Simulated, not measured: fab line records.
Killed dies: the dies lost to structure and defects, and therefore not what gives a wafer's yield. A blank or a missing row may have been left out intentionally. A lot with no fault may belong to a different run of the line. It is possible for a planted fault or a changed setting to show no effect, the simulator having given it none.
Chamber matching	flow n5_finfet	N5_BEOL_M4_PECVD_72 on pecvd-02 has 3 sister chambers
The step deposits SiO2 from TEOS/O2, target thk 16 nm, time 18 s. 3 wafers are shown with their chamber, then 12 later ones without.

## WAFERS PAIRED WITH THEIR CHAMBERS
wafer	chamber	throttle_valve_pct (%)
L091.3	1	23.3
L091.5	0	23.9
L091.6	2	21.4

## WAFERS WITH NO CHAMBER GIVEN
wafer	throttle_valve_pct (%)
L093.2	24.3
L093.4	21.1
L093.6	24.0
L095.1	23.8
L095.3	23.1
L095.6	23.2
L097.1	23.5
L097.3	21.7
L097.6	21.7
L096.1	24.0
L096.4	23.2
L096.5	21.6

## THE CHAMBER EACH PASSED THROUGH
wafer	from the rows above	in truth
L093.2	0	0
L093.4	2	2
L093.6	0	0
L095.1	can't be placed: 0 or 1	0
L095.3	1	1
L095.6	1	1
L097.1	can't be placed: 1 or 0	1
L097.3	2	2
L097.6	2	2
L096.1	0	0
L096.4	1	1
L096.5	2	2
Placed correctly: 10 of 12. Unplaceable from these rows: 2, with the true chamber sitting among the candidates in 2. Number placed wrongly: 0.
How it was worked out, from the rows above alone: a wafer's distance from a chamber is the root of the sum, over the readings, of the square of ((its reading less the chamber's mean) divided by the reading's scatter). If the next closest chamber is less than 2 further off than the closest, the wafer can't be placed; otherwise it belongs to the closest. A chamber's mean is the mean of its shown wafers. The scatter: root of mean squared gap, hidden wafer to nearest shown wafer, with one shown wafer a chamber.
